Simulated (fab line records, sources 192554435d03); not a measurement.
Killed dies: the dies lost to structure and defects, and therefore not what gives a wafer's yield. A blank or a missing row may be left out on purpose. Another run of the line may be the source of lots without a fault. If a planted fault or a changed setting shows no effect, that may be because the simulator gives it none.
8D (eight disciplines) problem report, filled in by code -- flow n5 finfet -- the parts of the form that need people (team, actions taken, sign-off) are left out

== 1. THE ISSUE ==
At N5_FIN_SAQP_COAT_10, spin speed rpm averages 1605.5 rpm over 6 wafers from 2 lots, while fault-free wafers read 1500.2 rpm, standard deviation 0.89. So: +99 or more standard deviations from the usual mean.
The step: resist thk 90 nm.
First observed at day 4 03:19: wafer L396.3, on litho track-01. The record has a number at this step for 18 wafers belonging to 6 lots. By rule, "out" or "out of limits" means more than 4 standard deviations away from the usual mean. All remaining wafers that have a number are taken as sound.

== 2. WHAT IT IS; WHAT IT IS NOT ==
question,is,is not
which readings at this step,spin speed rpm,-
which lots,"L396, L398","L388, L403, L409, L410"
which wafers of those lots,all that have a number,-
read on which tools,litho track-01,"litho track-02, litho track-05"
when,from day 4 03:19,"up to then (3 sound wafers); but 9 sound wafers of L403, L409, L410 came after"

== 3. THE SUSPECTS, EACH WITH WHAT RULES IT OUT ==
Counting: a tool stays on the suspect list if, at a process step up to the reading, it processed all lots that are out and no sound lot following the first of them.
- pecvd-03 at N5_FIN_SAQP_HM_DEP_03 (deposits SiNx from SiH4/NH3/N2, target thk 38 nm, time 33.6 s): ruled out as a lasting fault. After its first lot that is out, L396 (day 4 02:53), sound lots L403 ran on it.
- pecvd-01 at N5_FIN_SAQP_PECVD_48 (deposits SiNx from SiH4/NH3/N2, target thk 25 nm, time 22.1 s): kept. It ran every lot that is out, first L396 (day 4 03:04), and no sound lot after that.
- pecvd-02 at N5_FIN_SAQP_HM_DEP_72 (deposits SiO2 from SiH4/N2O, target thk 12 nm, time 7.2 s): kept. It ran every lot that is out, first L396 (day 4 03:13), and no sound lot after that.
- litho track-01 at N5_FIN_SAQP_COAT_10 (resist thk 90 nm): kept. It processed each lot that is out, first L396 at day 4 03:19, and no sound lot thereafter; up to then, the last sound lot it processed was L388 at day 2 03:31. Out on those wafers are its own readings of spin speed rpm.
After the count, these remain: pecvd-01 at N5_FIN_SAQP_PECVD_48, pecvd-02 at N5_FIN_SAQP_HM_DEP_72 and litho track-01 at N5_FIN_SAQP_COAT_10.

== 4. THE CAUSE (what the simulator had put in) ==
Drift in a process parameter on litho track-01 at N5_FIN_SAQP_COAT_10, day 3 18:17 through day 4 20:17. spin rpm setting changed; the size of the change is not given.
Counting leaves 3 suspects; this tool is one of them.

== 5. THE EFFECT CHAIN, in route order ==
Each row: a reading where the mean over the struck wafers with a number is more than 3 standard deviations away from the usual. Only readings whose record carries a usual standard deviation are examined. hours: median over the lots of the time between each lot's start at the first step of this table that gives one and its start at this step. sigmas: the change, counted in usual standard deviations.
hours,step,reading,usual,on struck wafers,change,sigmas
0,N5_FIN_SAQP_COAT_10,spin speed rpm,1500.2 rpm,1605.5,+105.3,+99 or more
It contains these process steps:
- N5_FIN_SAQP_COAT_10: resist thk 90 nm.
Later steps that measure or inspect, where all struck wafers having a row at the step show a number for every such reading and not one has moved that far: N5_FIN_SAQP_CD_MEAS_16, N5_FIN_SAQP_OVL_MEAS_17, N5_FIN_SAQP_INSPECT_18, N5_BEOL_M4_RC_MEAS_101.

== 6. WHAT WOULD HAVE CAUGHT IT SOONER ==
The fault began at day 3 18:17; the first out-of-limits reading in this record came at day 4 03:19, 9 hours later.
